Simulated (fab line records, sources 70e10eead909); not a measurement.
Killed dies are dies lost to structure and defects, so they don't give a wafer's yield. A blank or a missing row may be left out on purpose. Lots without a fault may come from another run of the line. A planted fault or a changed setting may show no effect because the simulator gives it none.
Chamber matching | flow nand_harc | NHARC_A_WL_FILL_ALD_10 on ald_hk-02: 4 sister chambers
The step deposits SiO2, target thk 50 nm, pulse time 10 s, ald cycles 500. 8 wafers are shown with their chamber, then 7 later ones without.

WAFERS WITH THEIR CHAMBER
wafer  | chamber | heater_power_w (W) | precursor_pulse_height_rel
L735.2 | 0       | 589                | 0.996
L735.5 | 1       | 509                | 0.974
L744.1 | 0       | 579                | 1.005
L744.6 | 3       | 448                | 0.989
L742.1 | 1       | 500                | 0.968
L742.6 | 3       | 450                | 1.005
L751.3 | 2       | 454                | 1.004
L751.5 | 2       | 475                | 0.980

WAFERS WITHOUT THEIR CHAMBER
wafer  | heater_power_w (W) | precursor_pulse_height_rel
L751.6 | 439                | 0.990
L752.1 | 512                | 0.982
L752.3 | 608                | 1.013
L752.4 | 442                | 1.020
L758.2 | 432                | 0.994
L758.4 | 458                | 0.977
L758.6 | 442                | 0.963

WHICH CHAMBER EACH WENT THROUGH
wafer  | from the rows above     | in truth
L751.6 | can't be placed: 3 or 2 | 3
L752.1 | 1                       | 1
L752.3 | 0                       | 0
L752.4 | can't be placed: 3 or 2 | 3
L758.2 | can't be placed: 3 or 2 | 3
L758.4 | can't be placed: 2 or 3 | 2
L758.6 | can't be placed: 3 or 2 | 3
Placed correctly: 2 of 7. Can't be placed from these rows: 5 (the true chamber is among the candidates in 5). Placed wrongly: 0.
How it was worked out, from the rows above alone: a wafer's distance from a chamber is the root of the sum, over the readings, of the square of ((its reading less the chamber's mean) divided by the reading's scatter). The wafer belongs to the nearest chamber; if the next one is less than 2 further off, it can't be placed. A chamber's mean is the mean of its shown wafers. The scatter: the root of (the sum of the squares of (reading less its chamber's mean) over the shown wafers, divided by (wafers less chambers)).
